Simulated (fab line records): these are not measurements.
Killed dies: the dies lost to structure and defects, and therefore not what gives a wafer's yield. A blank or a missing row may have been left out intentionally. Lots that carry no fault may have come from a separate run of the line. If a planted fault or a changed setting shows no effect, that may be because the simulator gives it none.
Comparing a struck lot with a sound one -- flow n5_finfet -- 24 out of 1938 route steps
Sound: these wafers, L205.1, L205.2. Wafers L225.1, L225.3, L225.5 were the ones struck. Last of all comes the cause.
For every step that has rows: the tool of each side, followed by ch and its chambers, followed by its first start. Under that, the readings that differ: sound wafers -- struck wafers -- difference of the means -- sigmas: that difference in standard deviations of wafers without a fault.
alike: a reading whose means differ by less than 2 such deviations, as well as words and numbers matching on both sides. not compared: withheld readings; readings where some wafer has no value; bounds like >300 that might hide an equal value; numbers whose values overlap and for which the record gives no deviation.
Wherever a step has rows on one side only, a row that says differs or no value, or a row with sigmas, the two part there. When numbers do not overlap yet have no deviation, they are printed without sigmas and do not part them. A reading missing from all wafers of one side parts the sides only when that side holds two or more wafers.

first, 2 steps without rows for these wafers: N5_SD_EPI_N_SRD_20 (time 30 s); N5_SD_EPI_N_PRECLEAN_48 (cleans in NF3:NH3, afs cycles 2, time 20 s, sublimation time 60 s).
N5_SD_EPI_N_VAPOR_ETCH_50: etches Si in HCl, time 54 s.
  sound on epi_rpcvd-03 ch 0, day 3 21:12; struck on epi_rpcvd-03 ch 0, day 9 00:58
  alike: lamp_inner_pct, throttle_valve_pct
then, 1 step without rows for these wafers: N5_SD_EPI_N_EPI_21 (deposits Si:P, time 690 s).
N5_SD_EPI_N_EPI_MEAS_23:
  sound: film_metro-01 at day 3 23:06; struck: film_metro-02 at day 9 02:52
  alike: thk_nm
then, 3 steps without rows for these wafers: N5_SD_EPI_N_PRECLEAN_24 (cleans in O3/DIW, time 60 s); N5_SD_EPI_N_SRD_25 (time 30 s); N5_SD_EPI_N_PRECLEAN_49 (cleans in NF3:NH3, afs cycles 1, time 20 s, sublimation time 60 s).
N5_SD_EPI_N_LINER_46: material SiNx, target thk 3 nm.
  sound on ald_sin-02 ch 0,3, day 3 23:31; struck on ald_sin-02 ch 0,1,2, day 9 03:10
  alike: heater_power_outer_w, heater_power_w
N5_SD_EPI_N_INSPECT_26: inspects for defects (darkfield).
  sound: defect_inspect-02 at day 3 23:46; struck: defect_inspect-02 at day 9 03:25
  alike: raw_defect_count
then, 2 steps without rows for these wafers: N5_SD_EPI_P_COAT_34 (time 60 s, resist thk 350 nm); N5_SD_EPI_P_COAT_35 (time 60 s, resist thk 35 nm).
N5_SD_EPI_P_COAT_03: resist thk 150 nm.
  sound on litho_track-04 ch 0, day 3 23:49; struck on litho_track-04 ch 0, day 9 03:28
reading,sound,struck,difference,sigmas
spin_speed_rpm (rpm),1501.0 1501.2,1676.0 1674.9 1676.0,+174.5,+99 or more
model.CAR-ArF-block_of_SD_EPI_P_COAT_03.thk_nm (nm),150.4 150,142 142.8 142.8,-8,
  alike: resist_line_temp_C
then, 5 steps without rows for these wafers: N5_SD_EPI_P_EBR_05; N5_SD_EPI_P_SOFTBAKE_04 (time 60 s); N5_SD_EPI_P_EXPOSE_06 (exposes mask SD P BLK, target cd 240 nm); N5_SD_EPI_P_PEB_07 (peb time 60 s); N5_SD_EPI_P_DEVELOP_08 (develop time 30 s).
N5_SD_EPI_P_CD_MEAS_09 targets a cd of 240 nm.
  sound on cd_sem-01 ch 0, day 4 00:10; struck on cd_sem-02 ch 0, day 9 03:42
  alike: cd_nm
N5_SD_EPI_P_OVL_MEAS_10:
  sound on overlay-01 ch 0, day 4 00:12; struck on overlay-01 ch 0, day 9 03:44
  alike: SD_P_BLK_OVL
N5_SD_EPI_P_INSPECT_11: inspects for defects (macro).
  sound: defect_inspect-02 at day 4 00:13; struck: defect_inspect-01 at day 9 03:45
  alike: raw_defect_count
N5_SD_EPI_P_DESCUM_14: chemistry O2, time 7.9 s.
  sound on rie_diel-03 ch 0,2, day 4 00:16; struck on rie_diel-03 ch 1,2,3, day 9 04:16
  alike: drypump_motor_current_A, o2_flow_sccm, oes_product_au, rf_vpp_V, showerhead_plenum_p_Torr, throttle_valve_pct
  not compared: rf_hours_counter_h
N5_SD_EPI_P_ETCH_36: etches SiARC in CF4, target depth 45.5 nm, time 75.8 s.
  sound on rie_diel-03 ch 0,2, day 4 00:17; struck on rie_diel-03 ch 1,2,3, day 9 04:17
reading,sound,struck,difference,sigmas
model.CAR-ArF-block_of_SD_EPI_P_COAT_03.thk_nm (nm),111.6 111,103 103.6 103.8,-8,
  alike: cf4_flow_sccm, drypump_motor_current_A, etch_rf_on_time_s, oes_product_au, rf_vpp_V, showerhead_plenum_p_Torr, throttle_valve_pct
  not compared: rf_hours_counter_h
N5_SD_EPI_P_ETCH_37: etches SOC in N2/H2, overetch 108 nm, time 486 s.
  sound on rie_diel-03 ch 0,2, day 4 00:21; struck on rie_diel-03 ch 1,2,3, day 9 04:21
  alike: drypump_motor_current_A, oes_product_au, rf_vpp_V, showerhead_plenum_p_Torr, throttle_valve_pct
  not compared: rf_hours_counter_h

WHERE THEY PART
N5_SD_EPI_P_COAT_03 only, going by this record. Later steps at which nothing parts them and some readings are alike: N5_SD_EPI_P_CD_MEAS_09, N5_SD_EPI_P_OVL_MEAS_10, N5_SD_EPI_P_INSPECT_11, N5_SD_EPI_P_DESCUM_14, N5_SD_EPI_P_ETCH_36, N5_SD_EPI_P_ETCH_37.

WHY: whatever the simulator had introduced
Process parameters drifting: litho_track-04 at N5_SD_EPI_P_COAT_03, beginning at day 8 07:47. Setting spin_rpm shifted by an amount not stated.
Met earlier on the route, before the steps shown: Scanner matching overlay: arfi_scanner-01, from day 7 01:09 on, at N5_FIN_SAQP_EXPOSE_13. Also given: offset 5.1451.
